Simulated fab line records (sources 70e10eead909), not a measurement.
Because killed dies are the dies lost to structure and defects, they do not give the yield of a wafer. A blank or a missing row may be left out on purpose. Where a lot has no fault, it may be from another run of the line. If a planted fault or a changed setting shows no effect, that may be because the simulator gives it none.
2 desks, one fault ; flow nandHarc ; only its own numbers are on each desk; what lay behind them is given at the end

== THE DEFECT DESK ==
Counts from the inspections along the route, per lot, as means over the sampled wafers that have a number. Marked OUT: a lot whose mean sits more than 4 standard deviations from the usual mean, which makes it out of limits; the brackets give that distance.
Columns: A = rawDefectCount at NHARC_A_ZERO_WELL_INSPECT_17, usual 10
lot;first seen here;A
L594;day 7 04:18;10
L595;day 7 19:38;12
L596;day 7 21:31;19
L597;day 8 15:44;12
L598;day 8 23:42;9
L600;day 9 15:53;9
L599;day 9 19:35;6
L602;day 10 16:05;17
L606;day 12 20:21;16
L608;day 13 03:42;3
L609;day 13 14:26;6
L610;day 14 05:32;13
L611;day 14 06:10;9
L612;day 14 17:56;12
L615;day 16 06:14;6
This desk found nothing out of limits on any of the 15 lots.

== THE METROLOGY DESK ==
Lot by lot, what the gauges showed, no matter which tool ran the lot: averages of those sampled wafers that carry a number. Marked OUT: a lot whose mean sits more than 4 standard deviations from the usual mean, which makes it out of limits; the brackets give that distance.
Columns: A = thkNm at NHARC_A_ONON_D1_THK_MEAS_14, usual 1002 nm
lot;first seen here;A
L594;day 8 03:45;994
L595;day 8 19:19;998
L596;day 8 19:20;1000
L597;day 9 14:41;1004
L598;day 9 22:54;1010
L600;day 10 14:58;997
L599;day 10 23:04;1000
L602;day 11 19:22;1011
L606;day 13 18:57;856 (-15) OUT
L608;day 14 05:59;892 (-11) OUT
L609;day 14 17:28;844 (-16) OUT
L610;day 15 05:06;1016
L611;day 15 05:06;1001
L612;day 15 17:57;993
L615;day 17 04:28;1026
This desk's verdict: out of limits on L606, L608, L609, starting with L606 at day 13 18:57 (thkNm at NHARC_A_ONON_D1_THK_MEAS_14). In limits: L594, L595, L596, L597, L598, L600, L599, L602, L610, L611, L612, L615.

== TAKEN TOGETHER ==
At day 13 18:57 the metrology desk could have sounded an alarm, on L606, L608, L609.
Nothing the defect desk looked at was out of limits.
The defect desk has L606, L608, L609 on record, within its limits.
NHARC_A_ONON_D1_DEP_12 was run on pecvdOnon-01 by each of the lots named.

== WHAT WAS PUT IN BY THE SIMULATOR ==
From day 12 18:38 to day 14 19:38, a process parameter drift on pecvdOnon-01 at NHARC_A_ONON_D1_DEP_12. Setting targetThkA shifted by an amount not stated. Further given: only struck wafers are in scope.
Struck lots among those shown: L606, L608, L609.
Time in hours between the start of the fault and the first out-of-limits reading at each desk: metrology desk, 24.
